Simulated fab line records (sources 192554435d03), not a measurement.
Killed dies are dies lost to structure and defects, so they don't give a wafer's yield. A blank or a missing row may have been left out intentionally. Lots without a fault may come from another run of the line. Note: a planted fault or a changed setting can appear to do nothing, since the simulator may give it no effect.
2 desks looking at one fault || flow n5-finfet || every desk sees just its own numbers, and what lay behind them comes last

FROM THE METROLOGY DESK
Means of the sampled wafers that have a number, per lot and without regard to the tool the lot ran on: this is what the gauges read. A lot is out of limits, marked OUT, if its mean lies more than 4 standard deviations from the usual mean; the brackets give that distance. Of its 11 readings 7 are shown: the one that was out of limits first, and those that lie furthest out on some lot.
Columns: A = cd-nm at N5_BEOL_M0_SAQP_CD_MEAS_25, usual 12.82 nm; B = DIBL_N at N5_BEOL_M4_RC_MEAS_101, usual 36.8 mV/V; C = IOFF_P at N5_BEOL_M4_RC_MEAS_101, usual 0.23 nA/um; D = ION_P at N5_BEOL_M4_RC_MEAS_101, usual 466 uA/um; E = SS_N at N5_BEOL_M4_RC_MEAS_101, usual 71.7 mV/dec; F = VT_N at N5_BEOL_M4_RC_MEAS_101, usual 248 mV; G = VT_P at N5_BEOL_M4_RC_MEAS_101, usual -249 mV
{"lot": "L396", "first seen here": "day 5 17:20", "A": 12.56, "B": 35.4, "C": 0.21, "D": 464, "E": 71.3, "F": 249, "G": -251}
{"lot": "L397", "first seen here": "day 5 20:05", "A": 12.94, "B": 37.2, "C": 0.20, "D": 458, "E": 71.1, "F": 250, "G": -253}
{"lot": "L399", "first seen here": "day 6 08:04", "A": 12.80, "B": 36.6, "C": 0.21, "D": 459, "E": 71.7, "F": 247, "G": -252}
{"lot": "L400", "first seen here": "day 6 17:23", "A": 12.89, "B": 34.5, "C": 0.17, "D": 450, "E": 71.0, "F": 250, "G": -256}
{"lot": "L406", "first seen here": "day 8 00:29", "A": 12.98, "B": 40.4, "C": 0.31, "D": 475, "E": 72.2, "F": 246, "G": -243}
{"lot": "L409", "first seen here": "day 8 19:14", "A": "14.81 (+8.3) OUT", "B": 36.1, "C": 0.20, "D": 462, "E": 71.9, "F": 251, "G": -251}
{"lot": "L411", "first seen here": "day 9 07:08", "A": "14.67 (+7.7) OUT", "B": 35.7, "C": 0.23, "D": 467, "E": 71.9, "F": 251, "G": -247}
{"lot": "L415", "first seen here": "day 10 22:37", "A": 12.52, "B": 36.3, "C": 0.23, "D": 469, "E": 71.6, "F": 247, "G": -250}
{"lot": "L417", "first seen here": "day 10 22:47", "A": 12.73, "B": 38.6, "C": 0.25, "D": 466, "E": 72.7, "F": 247, "G": -250}
{"lot": "L419", "first seen here": "day 11 12:31", "A": 12.34, "B": 37.2, "C": 0.29, "D": 480, "E": 72.2, "F": 242, "G": -242}
This desk finds L409, L411 out of limits, L409 being first, at day 8 19:14 (cd-nm at N5_BEOL_M0_SAQP_CD_MEAS_25). In limits: L396, L397, L399, L400, L406, L415, L417, L419.

DESK OF THE TOOL OWNER: ald-sin-01
The tool's own readings at N5_BEOL_M0_SAQP_SPACER1_ALD_98 (deposits SiO2, target thk 12.8 nm, pulse time 1 s, purge time 2 s): means of the sampled wafers that have a number, for each lot that ran on this tool. A lot is out of limits, marked OUT, if its mean lies more than 4 standard deviations from the usual mean; the brackets give that distance.
Columns: A = heater-power-w at N5_BEOL_M0_SAQP_SPACER1_ALD_98, usual 467 W; B = precursor-pulse-height-rel at N5_BEOL_M0_SAQP_SPACER1_ALD_98, usual 1.000
{"lot": "L396", "first seen here": "day 5 16:40", "A": 449, "B": 1.018}
{"lot": "L397", "first seen here": "day 5 19:25", "A": 441, "B": 1.003}
{"lot": "L399", "first seen here": "day 6 07:23", "A": 439, "B": 1.024}
{"lot": "L400", "first seen here": "day 6 16:37", "A": 439, "B": 1.011}
{"lot": "L409", "first seen here": "day 8 18:34", "A": 452, "B": 0.999}
{"lot": "L411", "first seen here": "day 9 06:41", "A": 458, "B": 0.998}
Result from this desk: across the 6 lots, nothing is out of limits.

ALL TOGETHER
On L409, L411, the metrology desk was in a position to raise an alarm at day 8 19:14.
Nothing out of limits was seen by the tool owner's desk.
On record at the tool owner's desk: L409, L411, within its limits.
All the named lots went through N5_BEOL_M0_SAQP_SPACER1_ALD_98 on ald-sin-01.

WHAT THE SIMULATOR HAD PUT IN
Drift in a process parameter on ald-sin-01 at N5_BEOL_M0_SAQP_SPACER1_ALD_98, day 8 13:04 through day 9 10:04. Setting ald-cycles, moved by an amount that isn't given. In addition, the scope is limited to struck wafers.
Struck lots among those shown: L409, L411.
Per desk, hours elapsed from the start of the fault to the first reading out of limits: for the metrology desk, 6.
